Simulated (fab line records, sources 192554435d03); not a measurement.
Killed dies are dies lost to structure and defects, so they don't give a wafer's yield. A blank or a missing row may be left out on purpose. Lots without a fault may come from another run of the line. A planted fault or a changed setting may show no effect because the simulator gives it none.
fab line records | flow n5_finfet
record lots=22 wafers=66 last_day=19
route steps=1938 shown SDB@359 DUMMY_REMOVAL@381 HKMG_FIN@399
lots that met no fault: from a run of the same line without faults
start_h: hours from the record's first day to the start of the lot's first wafer shown | wait_h: hours since the lot's step before | " the same as in the row above | L1.1+2: a row that stands for several wafers | - no value, or no start given | * or withheld: withheld | < > ~ a bound
route shown NAME@n: a module of which the file shows steps, and the number in the route of the first | usual: mean/standard deviation of fault-free wafers | same: alike in all rows | chamber/n: place in a boat | sites: the reading at each site | _std_site: their standard deviation | _edge_site: outer sites' mean less inner sites' | radius_mm: how far each site lies from the wafer's centre | mask NAME#n: copy n | behind: the tool/chamber that last shaped the wafer | hold: why the lot was held/for how many hours/how that ended | device: the transistor (n, p or np) that didn't switch | end of line: the same wafers' tests at the end of the route | a step without rows: its recipe alone | killed: dies lost to structure and defects at the first sort, not the wafer's yield | map: a wafer's dies, x killed, . not, _ none there
set.NAME: the setting as run; set.NAME@STEP: as run at that earlier step | model.NAME: the simulator's own value behind a step, which no gauge read
steps of the route over a sample of lots; a table a step, a row a wafer
services: from which hour (start_h, from the record's first day; less than 0 if before it) a tool's chamber was out of use, for how many hours, and why
## steps
# step N5_SDB_DESCUM_16
# recipe chemistry=O2 time_s=7.9 source_power_w=50 bias_power_w=20 pressure_mtorr=20 rf_frequency_hz=2.712e+07 temp_c=40 resist=CAR-ArF o2_flow_sccm=225
# usual chamber_pressure_mTorr=19.998/0.018 drypump_motor_current_A=5.7/0.45 oes_product_au=0.77/0.055 rf_fwd_power_W=49.39/0.23 rf_vpp_V=243.0/1.4 showerhead_plenum_p_Torr=2.09/0.07 throttle_valve_pct=20.52/0.18
# columns lot.wafer tool chamber start_h wait_h chamber_pressure_mTorr drypump_motor_current_A oes_product_au rf_fwd_power_W rf_hours_counter_h rf_vpp_V showerhead_plenum_p_Torr throttle_valve_pct
L074.1 rie_diel-05 2 65.41 0.0 19.993 6.1 0.75 49.69 162 242.5 2.18 20.66
L074.2 " 1 " " 20.011 5.0 0.90 49.44 23 244.4 2.14 20.40
L074.6 " 0 " " 19.995 4.9 0.74 49.84 - 244.8 2.16 20.74
L075.2 rie_diel-01 2 70.75 0.0 19.997 6.0 0.75 49.15 184 243.1 2.07 20.61
L075.3 " 0 " " 20.021 5.5 0.85 49.87 53 242.7 2.04 20.57
L075.5 " 1 " " 20.001 5.9 0.77 49.62 - 242.0 2.02 20.40
L076.1 rie_diel-05 1 80.16 0.0 19.991 5.0 0.91 49.18 27 244.7 2.14 20.41
L076.4 " 2 " " 19.949 6.1 0.76 49.32 167 244.7 2.18 20.68
L076.5 " 1 " " 19.994 5.0 0.91 49.26 - 243.4 2.14 20.40
L077.2 rie_diel-01 2 83.58 0.0 19.976 6.0 0.75 49.31 188 243.2 2.07 20.63
L077.3 " 0 " " 20.010 5.5 0.84 49.34 57 242.8 2.04 20.57
L077.4 " 2 " " 20.060 6.0 0.74 49.30 - 243.1 2.07 20.60
L078.2 rie_diel-01 1 89.37 0.0 19.997 5.9 0.76 49.33 151 243.1 2.02 20.41
L078.5 " 2 " " 19.990 6.0 0.75 49.21 - 242.1 2.07 20.61
L078.6 " 3 " " 19.999 5.2 0.72 49.52 - 244.7 2.17 20.36
L079.1 rie_diel-01 3 96.34 0.0 19.969 5.1 0.72 49.16 204 244.6 2.17 20.38
L079.3 " 1 " " 20.027 5.9 0.77 49.74 154 242.3 2.02 20.40
L079.5 " 2 " " 19.982 6.1 0.74 49.14 - 243.8 2.07 20.62
L080.4 rie_diel-05 0 101.49 0.0 19.982 4.9 0.72 49.87 - 244.2 2.16 20.74
L080.5 " 3 " " 19.972 5.6 0.74 49.55 - 239.6 2.01 20.82
L080.6 " 2 " " 20.012 6.1 0.74 49.63 - 243.7 2.18 20.67
L081.2 rie_diel-01 1 108.11 0.0 19.998 5.9 0.77 49.65 159 242.6 2.02 20.41
L081.3 " 0 " " 19.977 5.6 0.84 49.65 66 240.8 2.04 20.58
L081.4 " 2 " " 20.002 6.1 0.73 48.88 196 243.0 2.06 20.63
L085.1 rie_diel-01 0 132.55 0.0 19.985 5.5 0.82 49.35 75 242.3 2.03 20.60
L085.2 " 2 " " 20.017 6.0 0.74 49.49 206 242.4 2.06 20.63
L085.5 " 1 " " 20.007 5.9 0.76 49.48 - 241.9 2.01 20.43
L084.3 rie_diel-01 1 133.96 0.3 20.013 5.9 0.75 49.37 168 240.9 2.01 20.44
L084.4 " 3 " " 19.979 5.1 0.70 49.45 218 243.2 2.16 20.38
L084.5 " 3 " " 20.011 5.1 0.71 49.54 - 245.3 2.16 20.40
L087.1 rie_diel-04 2 143.61 0.1 19.994 6.0 0.70 49.44 222 244.1 2.15 20.64
L087.4 " 3 " " 19.986 6.7 0.88 49.02 54 243.5 2.22 20.29
L087.6 " 2 " " 19.985 6.0 0.70 49.70 - 244.1 2.15 20.62
L086.1 rie_diel-01 0 143.85 0.0 19.998 5.5 0.81 49.60 79 242.9 2.03 20.59
L086.3 " 1 " " 20.034 5.9 0.75 49.55 173 241.9 2.01 20.43
L086.4 " 3 " " 19.996 5.1 0.71 49.69 221 243.9 2.16 20.39
L088.2 rie_diel-04 2 151.03 0.1 19.990 6.0 0.70 49.37 224 244.1 2.15 20.63
L088.3 " 1 " " 19.965 5.7 0.81 49.15 109 241.0 2.03 20.31
L088.6 " 1 " " 20.015 5.7 0.81 49.46 - 242.5 2.03 20.32
L089.1 rie_diel-04 1 156.46 0.4 19.999 5.7 0.81 49.40 112 242.7 2.03 20.31
L089.3 " 0 " " 20.013 5.8 0.78 49.18 111 241.4 2.02 20.23
L089.5 " 0 " " 19.981 5.8 0.78 49.12 - 241.8 2.02 20.19
L090.1 rie_diel-05 3 161.63 0.0 20.022 5.6 0.73 49.51 180 243.5 2.00 20.83
L090.2 " 2 " " 19.982 6.1 0.73 49.53 195 245.9 2.17 20.71
L090.3 " 0 " " 20.001 5.0 0.71 49.68 213 243.8 2.15 20.78
L091.3 rie_diel-04 0 167.21 0.1 19.994 5.8 0.77 49.29 116 240.8 2.02 20.20
L091.4 " 0 " " 20.009 5.8 0.77 49.06 - 241.0 2.01 20.21
L091.5 " 1 " " 19.980 5.6 0.80 49.32 - 241.0 2.02 20.33
L092.1 rie_diel-01 2 178.82 0.0 19.970 6.1 0.72 49.03 223 243.1 2.05 20.67
L092.3 " 1 " " 19.987 5.9 0.73 49.56 186 241.5 2.01 20.49
L092.4 " 3 " " 20.006 5.1 0.70 49.46 234 243.6 2.15 20.41
L093.1 rie_diel-04 2 179.23 0.0 19.993 6.0 0.70 49.24 235 245.1 2.14 20.65
L093.4 " 0 " " 20.011 5.8 0.77 49.02 120 243.2 2.01 20.20
L093.5 " 0 " " 19.971 5.8 0.77 49.08 - 242.8 2.01 20.21
L094.3 rie_diel-01 1 186.88 0.0 20.002 5.9 0.73 49.74 190 242.0 2.00 20.47
L094.4 " 3 " " 19.965 5.1 0.70 49.32 237 243.8 2.15 20.43
L094.6 " 2 " " 20.014 6.0 0.72 49.17 - 243.3 2.05 20.67
L095.2 rie_diel-04 0 193.27 0.1 19.986 5.8 0.78 49.45 126 241.8 2.01 20.23
L095.3 " 3 " " 19.972 6.7 0.86 48.91 70 245.1 2.22 20.30
L095.5 " 0 " " 19.995 5.8 0.77 49.30 - 243.8 2.01 20.23
L096.2 rie_diel-05 0 197.42 0.0 20.010 4.9 0.70 49.65 224 244.8 2.15 20.81
L096.3 " 2 " " 19.974 6.1 0.72 49.35 207 244.0 2.17 20.73
L096.5 " 1 " " 20.013 5.0 0.85 49.24 - 243.7 2.12 20.47
L097.3 rie_diel-04 0 204.01 0.0 19.983 5.8 0.77 49.34 130 241.2 2.01 20.23
L097.5 " 2 " " 20.003 6.0 0.69 49.46 - 244.0 2.14 20.66
L097.6 " 1 " " 20.031 5.7 0.78 49.11 - 241.6 2.02 20.35
# step N5_DUMMY_REMOVAL_INSPECT_06
# recipe inspect_instrument=brightfield mode=aei
# usual raw_defect_count=13/6
# columns lot.wafer tool chamber start_h wait_h raw_defect_count
L074.1 defect_inspect-02 - 69.86 0.0 4
L074.2 " - " " 5
L074.6 " - " " 10
L075.2 defect_inspect-01 - 75.19 0.0 9
L075.3 " - " " 7
L075.5 " - " " 15
L076.1 defect_inspect-02 - 84.39 0.0 11
L076.4 " - " " 5
L076.5 " - " " 16
L077.2 defect_inspect-01 - 87.71 0.0 10
L077.3 " - " " 18
L077.4 " - " " 16
L078.2 defect_inspect-01 - 93.74 0.0 14
L078.5 " - " " 18
L078.6 " - " " 6
L079.1 defect_inspect-01 - 100.43 0.0 14
L079.3 " - " " 17
L079.5 " - " " 18
L080.4 defect_inspect-01 - 105.56 0.0 7
L080.5 " - " " 10
L080.6 " - " " 16
L081.2 defect_inspect-01 - 112.59 0.0 10
L081.3 " - " " 15
L081.4 " - " " 13
L085.1 defect_inspect-02 - 136.63 0.0 4
L085.2 " - " " 13
L085.5 " - " " 5
L084.3 defect_inspect-02 - 138.04 0.0 23
L084.4 " - " " 7
L084.5 " - " " 12
L087.1 defect_inspect-02 - 148.03 0.0 11
L087.4 " - " " 13
L087.6 " - " " 10
L086.1 defect_inspect-01 - 148.44 0.0 17
L086.3 " - " " 10
L086.4 " - " " 7
L088.2 defect_inspect-01 - 155.18 0.0 9
L088.3 " - " " 13
L088.6 " - " " 10
L089.1 defect_inspect-02 - 160.56 0.0 13
L089.3 " - " " 13
L089.5 " - " " 14
L090.1 defect_inspect-02 - 165.72 0.0 4
L090.2 " - " " 6
L090.3 " - " " 9
L091.3 defect_inspect-02 - 171.40 0.0 17
L091.4 " - " " 14
L091.5 " - " " 26
L092.1 defect_inspect-02 - 183.03 0.0 23
L092.3 " - " " 12
L092.4 " - " " 12
L093.1 defect_inspect-01 - 184.67 0.0 20
L093.4 " - " " 21
L093.5 " - " " 13
L094.3 defect_inspect-01 - 191.23 0.0 13
L094.4 " - " " 8
L094.6 " - " " 15
L095.2 defect_inspect-02 - 197.51 0.0 10
L095.3 " - " " 4
L095.5 " - " " 8
L096.2 defect_inspect-02 - 201.77 0.0 12
L096.3 " - " " 10
L096.5 " - " " 11
L097.3 defect_inspect-02 - 208.12 0.0 8
L097.5 " - " " 7
L097.6 " - " " 9
# step N5_HKMG_FIN_OVL_MEAS_50
# recipe points_per_wafer=44
# usual NDIPOLE_OVL=0.1/0.62
# columns lot.wafer tool chamber start_h wait_h NDIPOLE_OVL[nm]
L074.1 overlay-01 0 71.21 0.0 0.3
L074.2 " 0 " " -0.2
L074.6 " 0 " " -0.8
L075.2 overlay-01 0 76.52 0.0 0.4
L075.3 " 0 " " 0.7
L075.5 " 0 " " 1.0
L076.1 overlay-02 0 85.72 0.0 0.3
L076.4 " 0 " " 0.4
L076.5 " 0 " " 0.7
L077.2 overlay-01 0 88.94 0.0 -0.2
L077.3 " 0 " " -1.4
L077.4 " 0 " " -1.0
L078.2 overlay-02 0 95.17 0.0 0.2
L078.5 " 0 " " 0.6
L078.6 " 0 " " 0.7
L079.1 overlay-02 0 101.70 0.0 -0.7
L079.3 " 0 " " -0.9
L079.5 " 0 " " -0.7
L080.4 overlay-02 0 106.95 0.0 -0.2
L080.5 " 0 " " 0.5
L080.6 " 0 " " -1.1
L081.2 overlay-01 0 113.80 0.0 0.5
L081.3 " 0 " " 0.7
L081.4 " 0 " " 0.1
L085.1 overlay-01 0 138.03 0.0 -0.2
L085.2 " 0 " " -0.2
L085.5 " 0 " " -0.7
L084.3 overlay-02 0 139.37 0.0 -0.7
L084.4 " 0 " " 0.7
L084.5 " 0 " " -0.6
L087.1 overlay-02 0 149.55 0.0 0.4
L087.4 " 0 " " 1.0
L087.6 " 0 " " 0.3
L086.1 overlay-02 0 149.78 0.0 0.8
L086.3 " 0 " " 0.1
L086.4 " 0 " " -0.4
L088.2 overlay-02 0 156.40 0.0 0.3
L088.3 " 0 " " 0.9
L088.6 " 0 " " 0.0
L089.1 overlay-01 0 161.90 0.0 1.0
L089.3 " 0 " " 0.4
L089.5 " 0 " " 1.0
L090.1 overlay-02 0 167.06 0.0 0.5
L090.2 " 0 " " 0.3
L090.3 " 0 " " 0.1
L091.3 overlay-01 0 172.82 0.0 0.9
L091.4 " 0 " " -0.7
L091.5 " 0 " " 0.9
L092.1 overlay-01 0 184.36 0.0 0.4
L092.3 " 0 " " 0.0
L092.4 " 0 " " -0.2
L093.1 overlay-02 0 186.01 0.0 0.4
L093.4 " 0 " " 0.7
L093.5 " 0 " " 0.2
L094.3 overlay-01 0 192.44 0.0 0.1
L094.4 " 0 " " -0.1
L094.6 " 0 " " 0.4
L095.2 overlay-01 0 199.09 0.0 -0.7
L095.3 " 0 " " 0.2
L095.5 " 0 " " 0.0
L096.2 overlay-01 0 202.97 0.0 0.6
L096.3 " 0 " " 0.7
L096.5 " 0 " " 0.7
L097.3 overlay-01 0 209.33 0.0 0.7
L097.5 " 0 " " 0.3
L097.6 " 0 " " -0.6
# step N5_HKMG_FIN_ETCH_55
# recipe chemistry=N2/H2 target=SOC target_depth_a=2400 temp_c=40 time_s=300 ion_energy_ev=200 mask_material=SiARC pressure_mtorr=30 source_w=840 bias_w=150 n2_flow_sccm=200 h2_flow_sccm=200
# usual chamber_pressure_mTorr=30.001/0.026 drypump_motor_current_A=5.7/0.48 oes_product_au=0.76/0.057 rf_fwd_power_W=838.3/2.6 rf_vpp_V=523.7/2.7 showerhead_plenum_p_Torr=2.54/0.089 throttle_valve_pct=17.90/0.23
# columns lot.wafer tool chamber start_h wait_h chamber_pressure_mTorr drypump_motor_current_A oes_product_au rf_fwd_power_W rf_hours_counter_h rf_vpp_V showerhead_plenum_p_Torr throttle_valve_pct
L074.1 rie_diel-05 2 71.64 0.0 30.034 6.1 0.76 841.7 164 526.7 2.63 17.99
L074.2 " 3 " " 30.018 5.6 0.77 833.8 147 521.1 2.44 18.20
L074.6 " 3 " " 29.995 5.6 0.76 832.6 - 521.1 2.44 18.21
L075.2 rie_diel-05 3 76.95 0.0 30.012 5.6 0.76 835.3 149 521.7 2.44 18.21
L075.3 " 2 " " 30.010 6.1 0.75 836.9 166 526.0 2.63 17.99
L075.5 " 2 " " 30.015 6.1 0.76 838.2 - 525.9 2.63 17.99
L076.1 rie_diel-05 1 86.01 0.0 30.056 5.0 0.90 837.3 29 524.5 2.59 17.80
L076.4 " 2 " " 29.957 6.1 0.76 839.5 168 527.7 2.63 18.00
L076.5 " 3 " " 29.982 5.6 0.75 838.9 - 521.9 2.44 18.22
L077.2 rie_diel-05 2 89.09 0.0 29.999 6.1 0.75 838.8 169 526.3 2.63 17.99
L077.3 " 3 " " 30.017 5.6 0.75 841.4 153 519.6 2.44 18.21
L077.4 " 1 " " 29.977 5.0 0.89 840.3 30 526.2 2.59 17.81
L078.2 rie_diel-05 3 95.32 0.0 30.074 5.6 0.75 836.9 156 521.0 2.44 18.23
L078.5 " 0 " " 30.001 4.9 0.73 838.5 - 526.8 2.63 18.18
L078.6 " 3 " " 29.980 5.6 0.75 833.4 - 519.4 2.44 18.23
L079.1 rie_diel-01 2 101.85 0.0 29.996 6.0 0.74 834.3 194 524.1 2.53 18.11
L079.3 " 0 " " 29.960 5.6 0.83 842.3 63 519.9 2.47 18.04
L079.5 " 3 " " 30.025 5.1 0.72 836.2 - 525.0 2.62 17.73
L080.4 rie_diel-01 2 107.10 0.0 29.992 6.0 0.73 837.2 196 523.4 2.53 18.10
L080.5 " 3 " " 30.006 5.1 0.72 842.2 - 525.7 2.62 17.73
L080.6 " 2 " " 30.005 6.1 0.74 837.3 - 522.3 2.53 18.09
L081.2 rie_diel-01 1 113.95 0.0 29.987 5.9 0.76 843.0 161 522.2 2.44 17.80
L081.3 " 2 " " 30.017 6.0 0.73 839.4 199 522.6 2.53 18.11
L081.4 " 0 " " 30.012 5.5 0.82 838.4 69 522.0 2.47 18.04
L085.1 rie_diel-04 3 138.18 0.0 29.986 6.7 0.88 837.5 52 527.7 2.69 17.59
L085.2 " 0 " " 30.036 5.8 0.79 838.3 103 521.4 2.45 17.56
L085.5 " 1 " " 30.002 5.7 0.82 840.2 - 520.7 2.46 17.64
L084.3 rie_diel-01 0 139.90 0.0 29.975 5.6 0.81 838.1 77 521.5 2.46 18.06
L084.4 " 3 " " 29.947 5.1 0.71 839.5 220 525.5 2.61 17.74
L084.5 " 2 " " 29.989 6.1 0.72 837.6 - 523.5 2.52 18.12
L087.1 rie_diel-01 1 149.70 0.0 29.986 5.9 0.74 834.6 175 521.1 2.43 17.82
L087.4 " 0 " " 29.969 5.6 0.81 839.4 81 521.0 2.46 18.06
L087.6 " 2 " " 30.025 6.1 0.72 834.7 - 522.6 2.52 18.13
L086.1 rie_diel-04 1 150.26 0.0 30.021 5.7 0.81 840.4 109 521.1 2.46 17.66
L086.3 " 0 " " 29.989 5.8 0.78 839.5 107 521.6 2.45 17.56
L086.4 " 3 " " 30.015 6.7 0.87 831.5 56 527.3 2.69 17.61
L088.2 rie_diel-01 3 156.70 0.0 29.965 5.1 0.70 836.5 227 525.5 2.61 17.76
L088.3 " 1 " " 29.984 5.9 0.73 842.6 178 521.1 2.43 17.81
L088.6 " 1 " " 29.974 5.9 0.74 844.3 - 520.6 2.43 17.82
L089.1 rie_diel-04 3 162.05 0.0 29.971 6.7 0.87 834.3 61 528.8 2.68 17.59
L089.3 " 2 " " 29.983 6.0 0.69 839.9 228 525.2 2.61 18.08
L089.5 " 0 " " 29.975 5.8 0.77 836.1 - 521.4 2.45 17.57
L090.1 rie_diel-05 2 167.25 0.0 30.029 6.1 0.73 838.0 197 527.8 2.62 18.06
L090.2 " 3 " " 30.038 5.6 0.73 839.3 181 520.1 2.43 18.25
L090.3 " 1 " " 29.999 5.0 0.86 838.6 55 526.2 2.58 17.84
L091.3 rie_diel-04 0 172.97 0.0 30.019 5.8 0.76 840.0 119 521.0 2.45 17.60
L091.4 " 2 " " 30.012 6.0 0.69 838.5 233 526.7 2.61 18.10
L091.5 " 2 " " 30.042 6.0 0.69 838.5 - 526.1 2.61 18.10
L092.1 rie_diel-01 1 184.90 0.0 29.973 5.9 0.73 843.1 189 520.4 2.43 17.85
L092.3 " 3 " " 29.998 5.1 0.69 838.2 236 527.3 2.60 17.76
L092.4 " 2 " " 29.966 6.1 0.71 835.7 226 523.1 2.51 18.15
L093.1 rie_diel-04 3 186.16 0.0 30.070 6.7 0.87 833.7 67 527.3 2.68 17.62
L093.4 " 0 " " 30.025 5.8 0.77 838.7 123 520.5 2.44 17.59
L093.5 " 1 " " 29.974 5.7 0.80 841.8 - 520.4 2.46 17.67
L094.3 rie_diel-01 2 192.59 0.0 29.989 6.0 0.71 835.7 229 522.4 2.51 18.17
L094.4 " 1 " " 29.994 5.9 0.73 836.3 193 520.2 2.43 17.85
L094.6 " 0 " " 30.001 5.5 0.79 839.4 - 521.6 2.45 18.10
L095.2 rie_diel-04 3 199.53 0.0 30.014 6.7 0.85 837.4 72 527.1 2.68 17.61
L095.3 " 2 " " 30.001 6.0 0.69 837.3 242 525.5 2.61 18.12
L095.5 " 2 " " 30.042 6.0 0.68 837.0 - 527.6 2.61 18.12
L096.2 rie_diel-01 2 203.12 0.0 30.047 6.1 0.70 836.4 233 523.4 2.51 18.17
L096.3 " 3 " " 30.032 5.1 0.68 839.9 243 526.1 2.60 17.78
L096.5 " 3 " " 30.024 5.1 0.68 840.3 - 525.3 2.60 17.79
L097.3 rie_diel-04 0 209.47 0.0 30.004 5.8 0.76 838.2 132 520.0 2.44 17.60
L097.5 " 3 " " 29.994 6.7 0.85 836.0 - 527.4 2.68 17.62
L097.6 " 0 " " 30.055 5.8 0.76 835.4 - 521.8 2.44 17.60
# step N5_HKMG_FIN_STRIP_60
# recipe chemistry=N2/H2 power_w=2500 temp_c=300 h2_frac=0.65 time_s=360 pressure_mtorr=withheld n2_flow_sccm=1750 h2_flow_sccm=3250
# usual drypump_motor_current_A=6.0/0.39 heater_power_w=417/24
# columns lot.wafer tool chamber start_h wait_h drypump_motor_current_A heater_power_w rf_hours_counter_h
L074.1 plasma_asher-01 1 72.47 0.0 6.4 430 80
L074.2 " 0 " " 5.9 376 80
L074.6 " 1 " " 6.4 425 -
L075.2 plasma_asher-01 0 77.77 0.0 5.9 393 81
L075.3 " 0 " " 5.9 394 -
L075.5 " 1 " " 6.4 427 -
L076.1 plasma_asher-01 1 86.79 0.0 6.4 427 82
L076.4 " 0 " " 5.9 395 -
L076.5 " 0 " " 5.9 411 -
L077.2 plasma_asher-01 1 89.88 0.0 6.4 439 83
L077.3 " 1 " " 6.4 417 -
L077.4 " 0 " " 5.9 386 -
L078.2 plasma_asher-01 1 96.10 0.0 6.4 428 85
L078.5 " 0 " " 5.9 396 -
L078.6 " 1 " " 6.4 421 -
L079.1 plasma_asher-01 0 102.63 0.0 5.9 388 86
L079.3 " 0 " " 5.9 386 -
L079.5 " 1 " " 6.3 423 -
L080.4 plasma_asher-01 1 108.01 0.1 6.4 426 -
L080.5 " 0 " " 5.9 391 -
L080.6 " 1 " " 6.4 424 -
L081.2 plasma_asher-01 1 114.73 0.0 6.4 421 89
L081.3 " 1 " " 6.4 430 -
L081.4 " 0 " " 5.9 381 -
L085.1 plasma_asher-01 0 138.98 0.0 5.9 387 93
L085.2 " 1 " " 6.4 425 93
L085.5 " 0 " " 5.9 387 -
L084.3 plasma_asher-01 0 140.80 0.1 5.9 388 -
L084.4 " 1 " " 6.4 422 -
L084.5 " 1 " " 6.4 420 -
L087.1 plasma_asher-01 1 150.49 0.0 6.4 432 96
L087.4 " 0 " " 6.0 394 -
L087.6 " 0 " " 5.9 390 -
L086.1 plasma_asher-01 0 151.05 0.0 5.9 396 96
L086.3 " 1 " " 6.4 422 -
L086.4 " 0 " " 5.9 384 -
L088.2 plasma_asher-01 1 157.48 0.0 6.4 425 98
L088.3 " 0 " " 5.9 393 -
L088.6 " 0 " " 5.9 387 -
L089.1 plasma_asher-01 1 162.83 0.0 6.4 423 99
L089.3 " 0 " " 5.9 393 -
L089.5 " 0 " " 5.9 393 -
L090.1 plasma_asher-01 0 168.03 0.0 5.9 392 100
L090.2 " 1 " " 6.4 415 100
L090.3 " 0 " " 5.9 395 -
L091.3 plasma_asher-01 0 173.88 0.1 5.9 401 -
L091.4 " 1 " " 6.4 422 -
L091.5 " 0 " " 5.9 399 -
L092.1 plasma_asher-01 1 185.68 0.0 6.4 418 103
L092.3 " 0 " " 5.9 397 -
L092.4 " 1 " " 6.4 422 -
L093.1 plasma_asher-01 0 186.95 0.0 5.9 389 104
L093.4 " 0 " " 5.9 394 -
L093.5 " 1 " " 6.4 423 -
L094.3 plasma_asher-01 1 193.49 0.1 6.4 424 -
L094.4 " 0 " " 5.9 396 -
L094.6 " 1 " " 6.4 421 -
L095.2 plasma_asher-02 0 200.32 0.0 6.1 433 65
L095.3 " 0 " " 6.1 448 -
L095.5 " 0 " " 6.1 455 -
L096.2 plasma_asher-02 0 203.91 0.0 6.1 437 66
L096.3 " 1 " " 5.0 450 -
L096.5 " 1 " " 5.0 464 -
L097.3 plasma_asher-02 1 210.38 0.1 5.0 461 -
L097.5 " 1 " " 5.0 459 -
L097.6 " 0 " " 6.1 452 -
# step N5_HKMG_FIN_STRIP_92
# recipe chemistry=N2/H2 material=SOC time_s=20 power_w=500 temp_c=40 pressure_mtorr=50 rf_frequency_hz=6e+07 bias_power_w=8 h2_frac=0.5 n2_flow_sccm=300 h2_flow_sccm=300
# usual chamber_pressure_mTorr=50.00/0.046 drypump_motor_current_A=5.8/0.48 oes_product_au=0.77/0.059 rf_fwd_power_W=496.1/2.1 rf_vpp_V=54.1/0.9 showerhead_plenum_p_Torr=3.36/0.11 throttle_valve_pct=19.0/0.33
# columns lot.wafer tool chamber start_h wait_h chamber_pressure_mTorr drypump_motor_current_A oes_product_au rf_fwd_power_W rf_hours_counter_h rf_vpp_V showerhead_plenum_p_Torr throttle_valve_pct
L074.1 rie_diel-01 2 75.70 0.1 50.00 6.1 0.75 497.6 186 53.5 3.34 19.1
L074.2 " 1 " " 49.97 5.9 0.77 495.0 147 53.6 3.23 19.0
L074.6 " 2 " " 50.04 6.0 0.75 495.4 - 55.0 3.34 19.1
L075.2 rie_diel-01 2 80.73 0.1 49.98 6.0 0.75 493.5 187 52.9 3.34 19.1
L075.3 " 1 " " 49.89 5.9 0.76 498.5 148 53.9 3.23 19.0
L075.5 " 0 " " 49.96 5.5 0.83 497.1 - 54.8 3.27 19.6
L076.1 rie_diel-04 0 90.21 0.1 49.98 5.8 0.80 494.5 86 55.1 3.25 18.6
L076.4 " 3 " " 49.97 6.7 0.91 493.2 37 55.5 3.55 18.7
L076.5 " 2 " " 50.02 6.0 0.71 496.5 - 55.4 3.46 19.2
L077.2 rie_diel-05 3 92.87 0.1 49.98 5.6 0.75 497.7 155 53.7 3.23 19.6
L077.3 " 1 " " 50.00 5.0 0.89 493.7 31 54.2 3.42 19.0
L077.4 " 0 " " 50.03 5.0 0.73 498.6 188 53.8 3.47 19.3
L078.2 rie_diel-05 3 99.11 0.1 50.06 5.6 0.73 496.4 158 53.0 3.23 19.6
L078.5 " 3 " " 50.01 5.6 0.74 495.5 - 52.8 3.23 19.6
L078.6 " 0 " " 50.03 4.9 0.73 498.2 - 54.3 3.47 19.3
L079.1 rie_diel-01 2 105.96 0.1 49.97 6.1 0.75 496.4 195 53.4 3.34 19.1
L079.3 " 3 " " 49.91 5.1 0.71 496.3 207 54.9 3.45 18.8
L079.5 " 2 " " 49.91 6.1 0.74 495.2 - 53.1 3.34 19.1
L080.4 rie_diel-04 2 110.91 0.0 49.94 6.0 0.71 495.8 - 54.6 3.46 19.2
L080.5 " 3 " " 50.00 6.7 0.90 494.5 - 53.8 3.55 18.7
L080.6 " 0 " " 49.98 5.8 0.79 491.6 - 52.9 3.25 18.6
L081.2 rie_diel-05 3 118.21 0.1 49.95 5.6 0.74 498.2 165 53.0 3.22 19.6
L081.3 " 1 " " 49.98 5.1 0.88 495.0 37 55.7 3.42 19.1
L081.4 " 2 " " 50.04 6.2 0.74 497.2 180 55.3 3.47 19.2
L085.1 rie_diel-05 1 142.08 0.1 49.96 5.0 0.88 497.1 45 53.1 3.41 19.1
L085.2 " 0 " " 50.02 5.0 0.73 498.1 205 53.7 3.47 19.3
L085.5 " 2 " " 49.94 6.1 0.74 496.5 - 54.6 3.46 19.2
L084.3 rie_diel-01 1 143.65 0.1 49.96 5.9 0.74 496.7 172 53.0 3.22 19.0
L084.4 " 0 " " 50.02 5.5 0.80 497.2 79 53.7 3.26 19.7
L084.5 " 1 " " 50.05 5.9 0.74 496.9 - 53.3 3.22 19.0
L087.1 rie_diel-01 0 153.43 0.1 50.02 5.5 0.80 498.1 83 53.4 3.25 19.7
L087.4 " 3 " " 50.02 5.2 0.70 499.4 226 53.9 3.44 18.8
L087.6 " 2 " " 49.99 6.1 0.72 493.4 - 54.3 3.33 19.2
L086.1 rie_diel-04 0 154.21 0.1 50.03 5.8 0.78 495.5 109 53.2 3.24 18.6
L086.3 " 3 " " 50.04 6.7 0.87 491.9 58 54.4 3.54 18.7
L086.4 " 1 " " 50.02 5.7 0.82 494.4 110 53.8 3.26 18.6
L088.2 rie_diel-05 1 160.47 0.1 50.00 5.0 0.85 496.4 52 55.3 3.41 19.1
L088.3 " 0 " " 49.91 4.9 0.71 499.3 212 54.5 3.46 19.3
L088.6 " 0 " " 50.06 4.9 0.70 498.6 - 53.6 3.46 19.3
L089.1 rie_diel-04 2 165.83 0.1 49.94 6.0 0.70 497.3 229 53.8 3.45 19.2
L089.3 " 0 " " 50.03 5.8 0.78 495.6 115 54.1 3.24 18.6
L089.5 " 1 " " 50.06 5.7 0.81 497.1 - 54.4 3.25 18.6
L090.1 rie_diel-04 0 171.04 0.1 49.98 5.8 0.77 492.7 118 54.3 3.24 18.6
L090.2 " 1 " " 49.97 5.7 0.80 497.0 119 52.5 3.25 18.6
L090.3 " 3 " " 49.98 6.7 0.87 492.0 62 54.9 3.54 18.7
L091.3 rie_diel-05 1 177.23 0.1 49.96 5.0 0.84 496.6 58 54.0 3.41 19.1
L091.4 " 0 " " 50.02 5.0 0.71 498.1 218 53.9 3.46 19.3
L091.5 " 2 " " 50.03 6.1 0.72 497.2 - 54.2 3.46 19.2
L092.1 rie_diel-04 0 188.63 0.1 49.97 5.8 0.76 496.0 124 53.1 3.23 18.6
L092.3 " 1 " " 50.05 5.7 0.81 498.5 125 55.8 3.25 18.6
L092.4 " 3 " " 50.06 6.7 0.86 490.0 68 54.4 3.53 18.7
L093.1 rie_diel-04 2 190.24 0.1 49.99 6.0 0.69 497.5 239 53.4 3.44 19.3
L093.4 " 3 " " 49.99 6.7 0.86 492.7 69 54.3 3.53 18.7
L093.5 " 0 " " 49.90 5.8 0.76 494.8 - 54.1 3.23 18.6
L094.3 rie_diel-05 3 196.75 0.1 49.93 5.6 0.72 497.7 192 53.8 3.21 19.6
L094.4 " 0 " " 50.03 4.9 0.71 497.6 224 55.2 3.45 19.3
L094.6 " 2 " " 49.99 6.1 0.72 497.7 - 53.1 3.45 19.2
L095.2 rie_diel-04 2 203.18 0.1 49.93 6.0 0.69 498.3 244 54.2 3.44 19.3
L095.3 " 1 " " 50.07 5.7 0.80 496.5 130 52.1 3.25 18.6
L095.5 " 3 " " 49.98 6.7 0.86 491.4 - 54.5 3.53 18.8
L096.2 rie_diel-01 2 206.87 0.1 49.98 6.1 0.72 493.4 234 55.7 3.32 19.2
L096.3 " 3 " " 49.96 5.1 0.68 492.9 244 53.7 3.43 18.8
L096.5 " 0 " " 50.10 5.6 0.78 496.3 - 54.0 3.24 19.7
L097.3 rie_diel-04 1 213.20 0.1 50.02 5.7 0.80 496.3 133 53.8 3.24 18.6
L097.5 " 0 " " 50.02 5.8 0.76 496.5 - 54.0 3.23 18.6
L097.6 " 3 " " 49.93 6.7 0.85 493.1 - 55.6 3.53 18.8
## services
# columns tool chamber start_h hours kind
plasma_asher-02 - 71.53 2.9 repair
rie_diel-01 3 79.02 4.8 repair
rie_diel-01 2 95.07 1.2 repair
rie_diel-04 1 104.65 18.0 repair
rie_diel-05 2 191.66 1.2 repair
## key
fault none
